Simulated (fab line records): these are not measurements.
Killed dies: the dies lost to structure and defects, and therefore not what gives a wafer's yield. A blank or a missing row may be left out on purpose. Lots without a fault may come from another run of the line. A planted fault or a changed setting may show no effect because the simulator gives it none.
A lot that was struck, set against a sound lot | flow n5Finfet | 15 steps out of a route of 1938
Sound: these wafers, L497.1, L497.3, L497.5. Struck: wafers L503.1, L503.2 (left out: L503.6, a lot-mate that was not struck); the cause follows at the end.
For every step that has rows: the tool of each side, followed by ch and its chambers, followed by its first start. Under that, the readings that differ: sound wafers | struck wafers | difference of the means | sigmas: that difference in standard deviations of wafers without a fault.
alike: words and numbers the same on both sides, and readings whose means are apart by under 2 such deviations; not compared: readings that were withheld, readings missing a value for some wafer, numbers with overlapping values and no deviation given by the record, and bounds like >300 which may hide the same value.
The two part at a step that has a row with sigmas, a row that says differs or no value, or rows on one side only. When numbers do not overlap yet have no deviation, they are printed without sigmas and do not part them. A reading that every wafer of one side lacks parts them only if that side has two wafers or more.

N5_BEOL_M1_SPUTTER_92: material Cu, target thk 4.5 nm, time 8.29 s.
  struck on pvdSputter-02, day 11 09:53; sound on pvdSputter-02, day 9 21:17
  alike: susceptorTempC, throttleValvePct
then, 2 steps without rows for these wafers: N5_BEOL_M1_ANNEAL_93 (time 240 s); N5_BEOL_M1_SPUTTER_94 (material Cu, target thk 4.5 nm, time 8.29 s).
N5_BEOL_M1_ANNEAL_95: time 240 s.
  struck on pvdSputter-02, day 11 10:11; sound on pvdSputter-02, day 9 21:35
  alike: heaterPowerW, susceptorTempC, susceptor_temp_C_max
N5_BEOL_M1_SPUTTER_96: material Cu, target thk 4.5 nm, time 8.29 s.
  struck on pvdSputter-02, day 11 10:19; sound on pvdSputter-02, day 9 21:43
  alike: susceptorTempC, throttleValvePct
then, 3 steps without rows for these wafers: N5_BEOL_M1_ECD_50 (material Cu, target thk 300 nm); N5_BEOL_M1_ANNEAL_51 (time 90 s); N5_BEOL_M1_CMP_52 (polishes, stops on SiOC, t overpolish 6.8 s, target thk 40 nm).
N5_BEOL_M1_THK_MEAS_53: measures by xrf.
  struck on filmMetro-01, day 11 11:07; sound on filmMetro-01, day 9 22:35
  alike: M1_THK
N5_BEOL_M1_PRE_CLEAN_60: time 15 s.
  sound on cvdCo-01 ch 0,1,2, day 9 22:38; struck on cvdCo-02 ch 0,1, day 11 11:09
  alike: heaterPowerW
  not compared: susceptorTempC
N5_BEOL_M1_CO_CAP_55: material Co, precursor CCTBA/H2, target thk 2 nm, time 102.1 s.
  sound on cvdCo-01 ch 0,1,2, day 9 22:40; struck on cvdCo-02 ch 0,1, day 11 11:11
  alike: heaterPowerW, susceptorTempC
then, 1 step without rows for these wafers: N5_BEOL_M1_PRE_CLEAN_56 (time 15 s).
N5_BEOL_M1_DEP_57: deposits SiCN from 3MS/NH3, target thk 8 nm, time 14 s.
  sound on pecvd-02 ch 0,2, day 9 22:47; struck on pecvd-01 ch 0,1, day 11 11:19
reading                                 | sound | struck | difference | sigmas
model.SiCN_of_BEOL_M1_DEP_57.thkNm (nm) | 8 8 8 | 6 6    | -2         | 
  alike: showerheadPlenumPTorr, throttleValvePct
N5_BEOL_M1_RS_MEAS_58: measures by four-point-probe.
  struck on filmMetro-02, day 11 11:24; sound on filmMetro-02, day 9 22:51
  alike: M1_RS
-- here the record skips 4 days between the struck wafers' starts before and after, leaving off in module BEOL_M1 and picking up in module BEOL_M4 (first step shown: number 1111 of the route) --
N5_BEOL_M4_RC_MEAS_101:
  sound on prober-02 ch 0, day 12 23:48; struck on prober-02 ch 0, day 15 02:09
  alike: DIBL_N, DIBL_P, IOFF_N, IOFF_P, ION_N, ION_P, SS_N, SS_P, VT_N, VT_P

WHERE THEY PART
Nowhere in this record.

WHY: the cause the simulator had injected
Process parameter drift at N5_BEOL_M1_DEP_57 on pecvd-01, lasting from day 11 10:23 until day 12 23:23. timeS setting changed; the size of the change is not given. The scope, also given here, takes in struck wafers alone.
